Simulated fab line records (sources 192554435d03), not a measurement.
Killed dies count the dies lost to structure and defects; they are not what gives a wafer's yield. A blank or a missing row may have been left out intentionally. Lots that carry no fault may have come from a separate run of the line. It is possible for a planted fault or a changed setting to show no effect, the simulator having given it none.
Split-lot study || flow n5_finfet || 39 wafers read across 7 lots, on a route 1938 steps long

## THE SPLIT ITSELF
At N5_SD_EPI_P_EPI_21 (deposits SiGe:B, time 355 s), the setting time_s was moved away from the recipe's 355 s on 18 of the 39 wafers read, by -59.5% to +32.8%. This setting was run at the recipe's value on the other wafers.

## FROM THE SPLIT TO THE READING: what the file shows between them, 6 steps
- N5_SD_EPI_P_EPI_MEAS_23
- N5_SD_EPI_P_HM_STRIP_48: strips SiNx in H3PO4, material SiNx, target depth 3 nm
- N5_SD_EPI_P_SRD_49: time 30 s
- N5_SD_EPI_P_PRECLEAN_24: cleans in O3/DIW, time 45 s
- N5_SD_ACTIVATION_RTA_00: time 0 s
- N5_SD_ACTIVATION_LSA_01: time 0.0008 s

## THE READING
RS_SD_P (ohm/sq), read at N5_SD_ACTIVATION_RS_MEAS_03 with a four-point probe. Typical for fault-free wafers on this fab line: 56.4 ohm/sq, with standard deviation 0.82 ohm/sq.

{"wafer": "L075.1", "tool, chamber at the split": "epi_rpcvd-01, 0", "time_s as run, s": 433, "against the recipe": "+22.0%", "RS_SD_P, ohm/sq": 48.6, "against lot-mates on the recipe": -7.0}
{"wafer": "L075.2", "tool, chamber at the split": "epi_rpcvd-01, 0", "time_s as run, s": 355, "against the recipe": "recipe", "RS_SD_P, ohm/sq": 55.2, "against lot-mates on the recipe": "-"}
{"wafer": "L075.3", "tool, chamber at the split": "epi_rpcvd-01, 0", "time_s as run, s": 433, "against the recipe": "+22.0%", "RS_SD_P, ohm/sq": 48.2, "against lot-mates on the recipe": -7.4}
{"wafer": "L075.4", "tool, chamber at the split": "epi_rpcvd-01, 0", "time_s as run, s": 355, "against the recipe": "recipe", "RS_SD_P, ohm/sq": 55.6, "against lot-mates on the recipe": "-"}
{"wafer": "L075.5", "tool, chamber at the split": "epi_rpcvd-01, 0", "time_s as run, s": 433, "against the recipe": "+22.0%", "RS_SD_P, ohm/sq": 48.9, "against lot-mates on the recipe": -6.7}
{"wafer": "L075.6", "tool, chamber at the split": "epi_rpcvd-01, 0", "time_s as run, s": 355, "against the recipe": "recipe", "RS_SD_P, ohm/sq": 56.1, "against lot-mates on the recipe": "-"}
{"wafer": "L078.1", "tool, chamber at the split": "epi_rpcvd-03, 0", "time_s as run, s": 355, "against the recipe": "recipe", "RS_SD_P, ohm/sq": 58.2, "against lot-mates on the recipe": "-"}
{"wafer": "L078.4", "tool, chamber at the split": "epi_rpcvd-03, 0", "time_s as run, s": 355, "against the recipe": "recipe", "RS_SD_P, ohm/sq": 58.0, "against lot-mates on the recipe": "-"}
{"wafer": "L078.6", "tool, chamber at the split": "epi_rpcvd-03, 0", "time_s as run, s": 355, "against the recipe": "recipe", "RS_SD_P, ohm/sq": 58.3, "against lot-mates on the recipe": "-"}
{"wafer": "L079.1", "tool, chamber at the split": "epi_rpcvd-03, 0", "time_s as run, s": 355, "against the recipe": "recipe", "RS_SD_P, ohm/sq": 55.8, "against lot-mates on the recipe": "-"}
{"wafer": "L079.2", "tool, chamber at the split": "epi_rpcvd-03, 0", "time_s as run, s": 421.7, "against the recipe": "+18.8%", "RS_SD_P, ohm/sq": 49.1, "against lot-mates on the recipe": -6.8}
{"wafer": "L079.3", "tool, chamber at the split": "epi_rpcvd-03, 0", "time_s as run, s": 421.7, "against the recipe": "+18.8%", "RS_SD_P, ohm/sq": 49.6, "against lot-mates on the recipe": -6.3}
{"wafer": "L079.4", "tool, chamber at the split": "epi_rpcvd-03, 0", "time_s as run, s": 355, "against the recipe": "recipe", "RS_SD_P, ohm/sq": 56.0, "against lot-mates on the recipe": "-"}
{"wafer": "L079.5", "tool, chamber at the split": "epi_rpcvd-03, 0", "time_s as run, s": 421.7, "against the recipe": "+18.8%", "RS_SD_P, ohm/sq": 49.0, "against lot-mates on the recipe": -6.9}
{"wafer": "L079.6", "tool, chamber at the split": "epi_rpcvd-03, 0", "time_s as run, s": 355, "against the recipe": "recipe", "RS_SD_P, ohm/sq": 55.9, "against lot-mates on the recipe": "-"}
{"wafer": "L083.1", "tool, chamber at the split": "epi_rpcvd-04, 0", "time_s as run, s": 355, "against the recipe": "recipe", "RS_SD_P, ohm/sq": 55.4, "against lot-mates on the recipe": "-"}
{"wafer": "L083.2", "tool, chamber at the split": "epi_rpcvd-04, 0", "time_s as run, s": 143.8, "against the recipe": "-59.5%", "RS_SD_P, ohm/sq": 128.4, "against lot-mates on the recipe": "+72.8"}
{"wafer": "L083.3", "tool, chamber at the split": "epi_rpcvd-04, 0", "time_s as run, s": 355, "against the recipe": "recipe", "RS_SD_P, ohm/sq": 55.8, "against lot-mates on the recipe": "-"}
{"wafer": "L083.4", "tool, chamber at the split": "epi_rpcvd-04, 0", "time_s as run, s": 143.8, "against the recipe": "-59.5%", "RS_SD_P, ohm/sq": 128.0, "against lot-mates on the recipe": "+72.4"}
{"wafer": "L083.5", "tool, chamber at the split": "epi_rpcvd-04, 0", "time_s as run, s": 355, "against the recipe": "recipe", "RS_SD_P, ohm/sq": 55.7, "against lot-mates on the recipe": "-"}
{"wafer": "L083.6", "tool, chamber at the split": "epi_rpcvd-04, 0", "time_s as run, s": 143.8, "against the recipe": "-59.5%", "RS_SD_P, ohm/sq": 129.5, "against lot-mates on the recipe": "+73.9"}
{"wafer": "L084.1", "tool, chamber at the split": "epi_rpcvd-04, 0", "time_s as run, s": 181.9, "against the recipe": "-48.8%", "RS_SD_P, ohm/sq": 102.0, "against lot-mates on the recipe": "+45.0"}
{"wafer": "L084.2", "tool, chamber at the split": "epi_rpcvd-04, 0", "time_s as run, s": 181.9, "against the recipe": "-48.8%", "RS_SD_P, ohm/sq": 103.3, "against lot-mates on the recipe": "+46.3"}
{"wafer": "L084.3", "tool, chamber at the split": "epi_rpcvd-04, 0", "time_s as run, s": 355, "against the recipe": "recipe", "RS_SD_P, ohm/sq": 57.0, "against lot-mates on the recipe": "-"}
{"wafer": "L084.4", "tool, chamber at the split": "epi_rpcvd-04, 0", "time_s as run, s": 355, "against the recipe": "recipe", "RS_SD_P, ohm/sq": 57.1, "against lot-mates on the recipe": "-"}
{"wafer": "L084.5", "tool, chamber at the split": "epi_rpcvd-04, 0", "time_s as run, s": 181.9, "against the recipe": "-48.8%", "RS_SD_P, ohm/sq": 102.6, "against lot-mates on the recipe": "+45.6"}
{"wafer": "L084.6", "tool, chamber at the split": "epi_rpcvd-04, 0", "time_s as run, s": 355, "against the recipe": "recipe", "RS_SD_P, ohm/sq": 56.9, "against lot-mates on the recipe": "-"}
{"wafer": "L089.1", "tool, chamber at the split": "epi_rpcvd-04, 0", "time_s as run, s": 172.9, "against the recipe": "-51.3%", "RS_SD_P, ohm/sq": 105.9, "against lot-mates on the recipe": "+49.3"}
{"wafer": "L089.2", "tool, chamber at the split": "epi_rpcvd-04, 0", "time_s as run, s": 172.9, "against the recipe": "-51.3%", "RS_SD_P, ohm/sq": 107.5, "against lot-mates on the recipe": "+50.9"}
{"wafer": "L089.3", "tool, chamber at the split": "epi_rpcvd-04, 0", "time_s as run, s": 355, "against the recipe": "recipe", "RS_SD_P, ohm/sq": 56.2, "against lot-mates on the recipe": "-"}
{"wafer": "L089.4", "tool, chamber at the split": "epi_rpcvd-04, 0", "time_s as run, s": 355, "against the recipe": "recipe", "RS_SD_P, ohm/sq": 57.0, "against lot-mates on the recipe": "-"}
{"wafer": "L089.5", "tool, chamber at the split": "epi_rpcvd-04, 0", "time_s as run, s": 172.9, "against the recipe": "-51.3%", "RS_SD_P, ohm/sq": 108.3, "against lot-mates on the recipe": "+51.7"}
{"wafer": "L089.6", "tool, chamber at the split": "epi_rpcvd-04, 0", "time_s as run, s": 355, "against the recipe": "recipe", "RS_SD_P, ohm/sq": 56.6, "against lot-mates on the recipe": "-"}
{"wafer": "L095.1", "tool, chamber at the split": "epi_rpcvd-03, 0", "time_s as run, s": 355, "against the recipe": "recipe", "RS_SD_P, ohm/sq": 57.2, "against lot-mates on the recipe": "-"}
{"wafer": "L095.2", "tool, chamber at the split": "epi_rpcvd-03, 0", "time_s as run, s": 355, "against the recipe": "recipe", "RS_SD_P, ohm/sq": 56.9, "against lot-mates on the recipe": "-"}
{"wafer": "L095.3", "tool, chamber at the split": "epi_rpcvd-03, 0", "time_s as run, s": 471.3, "against the recipe": "+32.8%", "RS_SD_P, ohm/sq": 46.4, "against lot-mates on the recipe": -10.4}
{"wafer": "L095.4", "tool, chamber at the split": "epi_rpcvd-03, 0", "time_s as run, s": 471.3, "against the recipe": "+32.8%", "RS_SD_P, ohm/sq": 47.5, "against lot-mates on the recipe": -9.3}
{"wafer": "L095.5", "tool, chamber at the split": "epi_rpcvd-03, 0", "time_s as run, s": 355, "against the recipe": "recipe", "RS_SD_P, ohm/sq": 56.3, "against lot-mates on the recipe": "-"}
{"wafer": "L095.6", "tool, chamber at the split": "epi_rpcvd-03, 0", "time_s as run, s": 471.3, "against the recipe": "+32.8%", "RS_SD_P, ohm/sq": 47.2, "against lot-mates on the recipe": -9.6}

FIT RESULTS
A straight line over all 39 wafers: RS_SD_P changes by -0.891 ohm/sq for each +1% of time_s; r = -0.96; the points scatter about the line by 7.3 ohm/sq.
The same after taking each lot's own level away (the mean of its wafers on the recipe; 39 wafers): -0.89 ohm/sq for each +1%; r = -0.96; scatter 7.5 ohm/sq.
Per that fit: largest time_s move, reading shift of 53 ohm/sq.
Measured against the standard deviation above, the lots' own levels, which go from 55.63 to 58.17 ohm/sq, span 3.1 times it.
Consequently the slope shifts little with the lot-to-lot level, the two slopes agreeing.
Check: +56.3 ohm/sq against its lot-mates is what the line predicts for one of the wafers moved furthest among these (-59.5%) when that wafer is left out of the fit. Against them it came out at +72.8 ohm/sq.

## OTHER SPLITS APPLIED TO THESE WAFERS
Other splits were also applied to these wafers ahead of the reading. Each is held against what the fit with the lots' levels taken away leaves over:
{"other split on the same wafers": "N5_FIN_SAQP_PECVD_06 time_s", "wafers away from the commonest value": 9, "r with RS_SD_P (lot level and that fit taken away)": -0.13}

## THE WHOLE CHAIN: every reading that the file lists as answering this split, in the file's order
{"step": "N5_SD_EPI_P_EPI_21", "what it does": "deposits SiGe:B, time 355 s", "reading": "SiGe-B_of_SD_EPI_P_EPI_21.thk_nm (the simulator's own value, which no gauge read)", "change (the file's fit)": "+0.535 nm for each +1% of the setting", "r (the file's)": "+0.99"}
{"step": "N5_SD_EPI_P_EPI_MEAS_23", "what it does": "", "reading": "thk_nm", "change (the file's fit)": "withheld for each +1% of the setting", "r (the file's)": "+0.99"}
{"step": "N5_SD_EPI_P_HM_STRIP_48", "what it does": "strips SiNx in H3PO4, material SiNx, target depth 3 nm", "reading": "SiGe-B_of_SD_EPI_P_EPI_21.thk_nm (the simulator's own value, which no gauge read)", "change (the file's fit)": "+0.533 nm for each +1% of the setting", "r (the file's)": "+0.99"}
{"step": "N5_SD_ACTIVATION_RS_MEAS_03", "what it does": "measures by four-point-probe", "reading": "RS_SD_P", "change (the file's fit)": "-0.934 for each +1% of the setting", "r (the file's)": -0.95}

## THE FILE'S OWN FIT
RS_SD_P changes by -0.934 ohm/sq for each +1% of time_s, r = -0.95.
